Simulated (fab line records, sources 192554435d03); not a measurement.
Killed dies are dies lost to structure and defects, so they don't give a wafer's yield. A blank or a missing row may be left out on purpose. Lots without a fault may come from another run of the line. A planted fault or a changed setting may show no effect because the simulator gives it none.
fab line records | flow n5_finfet
record lots=10 wafers=30 last_day=17
route steps=1938 shown BEOL_M5@1179 BEOL_M6@1197 PASSIVATION@1936
lots that met no fault: from a run of the same line without faults
start_h: hours from the record's first day to the start of the lot's first wafer shown | wait_h: hours since the lot's step before | " the same as in the row above | L1.1+2: a row that stands for several wafers | - no value, or no start given | * or withheld: withheld | < > ~ a bound
route shown NAME@n: a module of which the file shows steps, and the number in the route of the first | usual: mean/standard deviation of fault-free wafers | same: alike in all rows | chamber/n: place in a boat | sites: the reading at each site | _std_site: their standard deviation | _edge_site: outer sites' mean less inner sites' | radius_mm: how far each site lies from the wafer's centre | mask NAME#n: copy n | behind: the tool/chamber that last shaped the wafer | hold: why the lot was held/for how many hours/how that ended | device: the transistor (n, p or np) that didn't switch | end of line: the same wafers' tests at the end of the route | a step without rows: its recipe alone | killed: dies lost to structure and defects at the first sort, not the wafer's yield | map: a wafer's dies, x killed, . not, _ none there
set.NAME: the setting as run; set.NAME@STEP: as run at that earlier step | model.NAME: the simulator's own value behind a step, which no gauge read
steps of the route over a sample of lots; a table a step, a row a wafer
services: from which hour (start_h, from the record's first day; less than 0 if before it) a tool's chamber was out of use, for how many hours, and why
## steps
# step N5_BEOL_M5_SPUTTER_83
# recipe material=Cu target_thk_a=150 temp_c=-20 chamber_pressure_pa=0.07 power_w=withheld time_s=27.62
# usual chuck_gas_flow_sccm=1.26/0.05 throttle_valve_pct=29.5/1.1
# columns lot.wafer tool chamber start_h wait_h chuck_gas_flow_sccm throttle_valve_pct
L369.2 pvd_sputter-03 - 173.13 0.5 1.26 28.6
L369.3 " - " " 1.29 28.7
L369.4 " - " " 1.23 28.9
L372.1 pvd_sputter-02 - 191.56 0.5 1.30 30.2
L372.4 " - " " 1.26 30.1
L372.6 " - " " 1.25 31.2
L376.2 pvd_sputter-03 - 217.90 0.5 1.16 28.8
L376.4 " - " " 1.22 28.7
L376.5 " - " " 1.21 28.8
L375.1 pvd_sputter-01 - 231.32 0.5 1.22 30.7
L375.2 " - " " 1.26 27.6
L375.4 " - " " 1.20 29.0
L379.3 pvd_sputter-03 - 234.43 0.5 1.27 28.8
L379.5 " - " " 1.24 28.7
L379.6 " - " " 1.21 31.1
L380.1 pvd_sputter-02 - 248.30 0.5 1.28 30.3
L380.3 " - " " 1.23 30.4
L380.5 " - " " 1.22 31.2
L382.1 pvd_sputter-01 - 265.70 0.5 1.30 30.5
L382.3 " - " " 1.21 29.4
L382.4 " - " " 1.33 27.9
L385.3 pvd_sputter-03 - 274.50 0.5 1.30 28.6
L385.4 " - " " 1.23 28.6
L385.6 " - " " 1.32 28.7
L388.1 pvd_sputter-03 - 297.79 0.5 1.24 28.9
L388.2 " - " " 1.31 28.8
L388.4 " - " " 1.32 28.7
L390.2 pvd_sputter-01 - 304.72 0.5 1.25 30.5
L390.3 " - " " 1.33 27.5
L390.4 " - " " 1.30 29.2
# step N5_BEOL_M5_ANNEAL_84
# recipe temp_c=400 time_s=1800 ambient=vacuum
# usual heater_power_w=827/60
# columns lot.wafer tool chamber start_h wait_h heater_power_w
L369.2 pvd_sputter-03 - 173.21 0.0 787
L369.3 " - " " 754
L369.4 " - " " 854
L372.1 pvd_sputter-02 - 191.64 0.0 849
L372.4 " - " " 789
L372.6 " - " " 753
L376.2 pvd_sputter-03 - 217.98 0.0 782
L376.4 " - " " 819
L376.5 " - " " 836
L375.1 pvd_sputter-01 - 231.40 0.0 884
L375.2 " - " " 833
L375.4 " - " " 813
L379.3 pvd_sputter-03 - 234.51 0.0 890
L379.5 " - " " 809
L379.6 " - " " 990
L380.1 pvd_sputter-02 - 248.38 0.0 819
L380.3 " - " " 792
L380.5 " - " " 751
L382.1 pvd_sputter-01 - 265.78 0.0 887
L382.3 " - " " 792
L382.4 " - " " 788
L385.3 pvd_sputter-03 - 274.58 0.0 812
L385.4 " - " " 743
L385.6 " - " " 749
L388.1 pvd_sputter-03 - 297.87 0.0 780
L388.2 " - " " 861
L388.4 " - " " 810
L390.2 pvd_sputter-01 - 304.80 0.0 871
L390.3 " - " " 797
L390.4 " - " " 819
# step N5_BEOL_M5_ANNEAL_51
# recipe temp_c=225 time_s=90 ambient=N2
# usual wafer_temp_C_max=225.77/0.21
# columns lot.wafer tool chamber start_h wait_h wafer_temp_C_max
L369.2 rtp_anneal-02 0 176.10 0.7 225.72
L369.3 " 0 " " 225.91
L369.4 " 0 " " 225.93
L372.1 rtp_anneal-02 0 195.59 1.7 226.05
L372.4 " 0 " " 225.54
L372.6 " 0 " " 226.20
L376.2 rtp_anneal-01 0 221.11 0.9 225.91
L376.4 " 0 " " 225.55
L376.5 " 0 " " 225.62
L375.1 rtp_anneal-02 0 233.70 0.1 225.68
L375.2 " 0 " " 225.83
L375.4 " 0 " " 226.08
L379.3 rtp_anneal-01 0 236.89 0.1 225.72
L379.5 " 0 " " 226.06
L379.6 " 0 " " 225.85
L380.1 rtp_anneal-01 0 250.68 0.1 226.03
L380.3 " 0 " " 225.89
L380.5 " 0 " " 225.93
L382.1 rtp_anneal-01 0 268.14 0.1 226.17
L382.3 " 0 " " 226.21
L382.4 " 0 " " 225.54
L385.3 rtp_anneal-01 0 277.09 0.3 225.83
L385.4 " 0 " " 226.11
L385.6 " 0 " " 225.73
L388.1 rtp_anneal-01 0 300.29 0.2 225.79
L388.2 " 0 " " 225.67
L388.4 " 0 " " 225.73
L390.2 rtp_anneal-01 0 307.14 0.1 225.42
L390.3 " 0 " " 225.62
L390.4 " 0 " " 225.61
# step N5_BEOL_M6_PECVD_70
# recipe material=SiO2 target_thk_a=200 temp_c=400 precursor=TEOS/O2 pressure_torr=5.5 rf_w=450 teos_flow_sccm=53.8 gas=O2 flow_sccm=3000 time_s=22.7
# usual heater_power_w=738/140 showerhead_plenum_p_Torr=8.80/0.05 throttle_valve_pct=22.4/0.79
# columns lot.wafer tool chamber start_h wait_h heater_power_w showerhead_plenum_p_Torr since_wet_clean_h throttle_valve_pct
L369.2 pecvd-02 1 177.59 0.0 1007 8.79 1969 21.2
L369.3 " 2 " " 758 8.86 489 22.7
L369.4 " 0 " " 985 8.77 - 23.1
L372.1 pecvd-02 0 197.60 0.0 886 8.78 1264 22.9
L372.4 " 0 " " 941 8.75 - 23.0
L372.6 " 1 " " 1024 8.78 - 21.4
L376.2 pecvd-01 2 224.08 0.0 593 8.76 174 21.3
L376.4 " 0 " " 613 8.83 - 22.0
L376.5 " 2 " " 598 8.75 - 21.7
L375.1 pecvd-04 1 236.68 0.0 785 8.80 1847 22.3
L375.2 " 2 " " 681 8.74 368 22.2
L375.4 " 2 " " 692 8.77 - 22.5
L379.3 pecvd-01 0 238.33 0.0 638 8.86 942 22.1
L379.5 " 1 " " 739 8.74 - 23.6
L379.6 " 0 " " 641 8.86 - 22.3
L380.1 pecvd-01 2 252.21 0.0 537 8.76 202 21.8
L380.3 " 1 " " 847 8.72 1681 23.3
L380.5 " 1 " " 827 8.75 - 23.3
L382.1 pecvd-04 2 270.31 0.0 747 8.75 401 22.4
L382.3 " 0 " " 664 8.83 1155 21.9
L382.4 " 1 " " 624 8.78 - 22.0
L385.3 pecvd-02 1 278.63 0.0 1012 8.80 2070 21.2
L385.4 " 0 " " 969 8.76 - 23.1
L385.6 " 2 " " 736 8.87 - 23.2
L388.1 pecvd-02 2 301.90 0.0 740 8.88 613 22.9
L388.2 " 1 " " 964 8.78 2093 21.4
L388.4 " 2 " " 738 8.86 - 23.1
L388.1 pecvd-02 2 302.13 0.2 743 8.88 - 23.3
L388.2 " 1 " " 942 8.80 - 21.5
L388.4 " 2 " " 752 8.87 - 23.1
L390.2 pecvd-02 2 308.62 0.0 658 8.87 620 23.2
L390.3 " 1 " " 928 8.79 2100 21.2
L390.4 " 2 " " 665 8.87 - 23.3
L390.2 pecvd-02 2 308.86 0.2 653 8.88 - 23.1
L390.3 " 1 " " 930 8.80 - 21.2
L390.4 " 2 " " 673 8.88 - 23.4
# step N5_BEOL_M6_CMP_52
# recipe stop_on=SiCOH_lowk t_overpolish_s=6.9 down_force_psi=1 platen_rpm=50 clearing_platen_down_force_psi=1.5 clearing_platen_rpm=50 post_cmp_clean=cu_alkaline target_thk_nm=80 clearing_platen_pad_velocity_m_s=0.99484 pad_velocity_m_s=0.99484
# usual barrier_field_endpoint_s=28.9/0.85 clearing_platen_rpm=50.002/0.028 motor_current_A=5.8/0.51 overpolish_run_s=6.900/0.0091 time_to_endpoint_s=63/3.5
# columns lot.wafer tool chamber start_h wait_h barrier_field_endpoint_s clearing_platen_rpm motor_current_A overpolish_run_s time_to_endpoint_s
L369.4 cmp-04 0 188.27 0.1 28.9 50.019 6.7 6.904 60
L369.3 " 1 " " 28.4 50.022 5.3 6.884 63
L369.2 " 2 " " 29.0 50.081 6.1 6.897 64
L372.4 cmp-02 3 206.66 0.2 29.1 50.019 5.3 6.906 66
L372.1 " 0 " " 28.8 49.984 5.5 6.897 67
L372.6 " 3 " " 29.5 49.959 4.9 6.902 68
L376.2 cmp-02 2 230.87 0.2 28.6 49.981 5.4 6.895 62
L376.4 " 1 " " 28.0 49.969 5.6 6.904 62
L376.5 " 2 " " 28.4 49.975 5.6 6.886 63
L375.1 cmp-02 0 241.94 0.3 29.6 50.010 5.5 6.914 67
L375.4 " 1 " " 30.6 50.007 5.4 6.897 67
L375.2 " 2 " " 30.1 49.990 5.1 6.901 66
L379.3 cmp-01 2 246.70 0.2 27.6 50.025 6.8 6.907 58
L379.5 " 1 " " 28.5 50.051 6.0 6.901 58
L379.6 " 2 " " 28.1 50.027 6.3 6.919 58
L380.3 cmp-02 0 259.35 0.6 29.7 49.963 5.6 6.900 65
L380.1 " 1 " " 29.5 50.041 5.6 6.891 66
L380.5 " 2 " " 29.8 50.000 5.2 6.899 67
L382.3 cmp-02 3 277.62 0.2 30.4 49.988 5.1 6.902 69
L382.1 " 0 " " 30.2 50.014 6.0 6.908 69
L382.4 " 1 " " 30.5 49.997 5.3 6.901 68
L385.3 cmp-01 1 284.37 0.3 27.9 50.025 5.7 6.891 60
L385.4 " 2 " " 28.0 50.000 6.7 6.895 59
L385.6 " 0 " " 28.1 49.999 5.2 6.905 59
L388.2 cmp-02 1 309.11 0.2 46.7 49.954 5.3 0.043 66
L388.1 " 3 " " 46.7 50.036 5.1 0.034 68
L388.4 " 0 " " 46.8 49.996 5.4 0.042 69
L390.4 cmp-04 1 315.87 0.1 46.8 49.998 5.5 0.036 63
L390.3 " 3 " " 46.7 50.025 6.0 0.044 60
L390.2 " 0 " " 46.7 49.966 6.8 0.039 61
# step N5_PASSIVATION_PROBE_49
# usual defect_limited_yield=91.0/1.5 killed_at_M0_to_M3=34/9.1 killed_at_M4_up=14/5.7 killed_at_contacts=13/5.7 killed_at_front_end=42/12 killed_at_other=4/3.4 killed_dies=106/17 killed_open=70/13 killed_short=34/7.5 sort_bin_5_function=5.2/0.94 sort_bin_6_memory=3.4/0.69 sort_bin_8_speed=0.00/0.029 sort_n_pass=1074/17 sort_yield_pct=91.0/1.5
# same gross_dies=1180 killed_at_back_side=0 sort_bin_4_leakage[%]=0
# columns lot.wafer tool chamber start_h wait_h defect_limited_yield[%] killed_at_M0_to_M3 killed_at_M4_up killed_at_contacts killed_at_front_end killed_at_other killed_dies killed_open killed_short sort_bin_5_function[%] sort_bin_6_memory[%] sort_bin_8_speed[%] sort_n_pass sort_yield_pct[%]
L372.1 prober-01 - 294.10 0.0 91.7 32 25 7 31 3 98 74 22 4.9 3.2 0 1082 91.7
L372.4 prober-01 - 294.25 0.2 90.6 28 15 18 42 8 111 71 36 5.3 3.6 0 1069 90.6
L372.6 prober-01 - 294.35 0.3 91.9 33 5 12 42 4 96 64 32 4.8 3.1 0 1084 91.9
L382.1 prober-02 - 356.70 0.0 91.9 26 12 10 45 3 96 65 28 4.5 3.2 0 1084 91.9
L382.3 prober-02 - 356.80 0.1 90.8 27 7 13 59 2 108 72 34 5.7 3.1 0 1072 90.8
L382.4 prober-02 - 356.85 0.2 91.4 21 13 13 50 4 101 74 24 5.4 2.9 0 1079 91.4
# killed by level:class
L372.1 STI_FIN_REVEAL:geometric_particle:open=11 BEOL_M4:geometric_particle:open=9 FIN_SAQP:geometric_particle:open=6 BEOL_M3:geometric_particle:open=6 BEOL_M5:geometric_particle:open=6 BEOL_M0_SAQP:geometric_particle:short=5 MOL_CONTACT_COAG:geometric_particle:open=5 BEOL_M1:geometric_particle:open=5
L372.4 MOL_CONTACT_COAG:geometric_particle:open=15 FIN_SAQP:geometric_particle:short=10 FIN_SAQP:geometric_particle:open=10 BEOL_M1:geometric_particle:open=9 STI_FIN_REVEAL:geometric_particle:open=8 BEOL_M0_SAQP:geometric_particle:short=4 BEOL_M0:geometric_particle:open=4 BEOL_M3:geometric_particle:open=4
L372.6 BEOL_M3:geometric_particle:open=13 FIN_SAQP:geometric_particle:open=10 MOL_CONTACT_COAG:geometric_particle:open=10 FIN_SAQP:geometric_particle:short=8 DUMMY_GATE:geometric_particle:open=7 BEOL_M0_SAQP:geometric_particle:short=7 STI_FIN_REVEAL:geometric_particle:open=5 STI_FIN_REVEAL:geometric_particle:short=4
L382.1 FIN_SAQP:geometric_particle:open=12 BEOL_M3:geometric_particle:open=7 FIN_SAQP:geometric_particle:short=6 MOL_CONTACT_COAG:geometric_particle:open=6 STI_FIN_REVEAL:geometric_particle:open=5 BEOL_M0_SAQP:geometric_particle:open=5 BEOL_M1:geometric_particle:open=5 DUMMY_GATE:geometric_particle:open=4
L382.3 FIN_SAQP:geometric_particle:open=19 FIN_SAQP:geometric_particle:short=11 STI_FIN_REVEAL:geometric_particle:open=10 MOL_CONTACT_COAG:geometric_particle:open=9 BEOL_M3:geometric_particle:open=8 BEOL_M0_SAQP:geometric_particle:short=5 DUMMY_GATE:geometric_particle:open=4 GATE_CUT:geometric_particle:open=4
L382.4 FIN_SAQP:geometric_particle:open=17 MOL_CONTACT_COAG:geometric_particle:open=12 GATE_CUT:geometric_particle:open=6 BEOL_M0_SAQP:geometric_particle:short=5 BEOL_M3:geometric_particle:open=5 FIN_SAQP:geometric_particle:short=4 STI_FIN_REVEAL:geometric_particle:open=4 DUMMY_GATE:geometric_particle:open=4
## services
# columns tool chamber start_h hours kind
pecvd-02 2 151.94 5.0 scheduled_down
cmp-04 - 155.45 0.7 repair
rtp_anneal-01 - 165.19 53.8 pm
pecvd-02 - 172.67 1.9 repair
cmp-01 - 173.70 4.0 pm
cmp-04 - 181.53 0.9 repair
cmp-02 - 185.54 19.4 pm
pecvd-02 0 186.88 2.1 scheduled_down
cmp-01 - 190.44 1.3 repair
cmp-04 - 197.17 5.3 pm
pecvd-02 - 217.46 14.6 pm
cmp-04 - 219.11 0.3 repair
cmp-02 - 235.24 0.5 repair
cmp-04 - 241.20 14.3 repair
cmp-01 - 255.04 5.6 pm
cmp-04 - 255.52 7.6 pm
cmp-01 - 262.95 15.5 pm
pecvd-01 2 269.11 12.2 repair
cmp-02 - 282.73 4.0 pm
cmp-02 - 286.73 - consumable_replace:conditioner
cmp-02 - 286.73 - consumable_replace:pad
pecvd-01 2 300.55 5.5 scheduled_down
cmp-02 - 302.66 5.8 pm
cmp-01 - 312.11 2.6 repair
## key
first_sign step=N5_BEOL_M6_PECVD_70 reading=visit direction=added
effect step=N5_BEOL_M6_CMP_52 reading=overpolish_run_s direction=down sigmas=99+ usual=6.900 struck=0.040
met_at N5_BEOL_M6_PECVD_70
struck_lots L388,L390
not_acting_at N5_BEOL_M5_SPUTTER_83,N5_BEOL_M5_ANNEAL_84,N5_BEOL_M5_ANNEAL_51
fault kind=repeated_step_whole tool=pecvd-01,pecvd-02,pecvd-04 chamber=- onset_h=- steps=N5_BEOL_M6_PECVD_70 times=1 scope=struck_lots_only
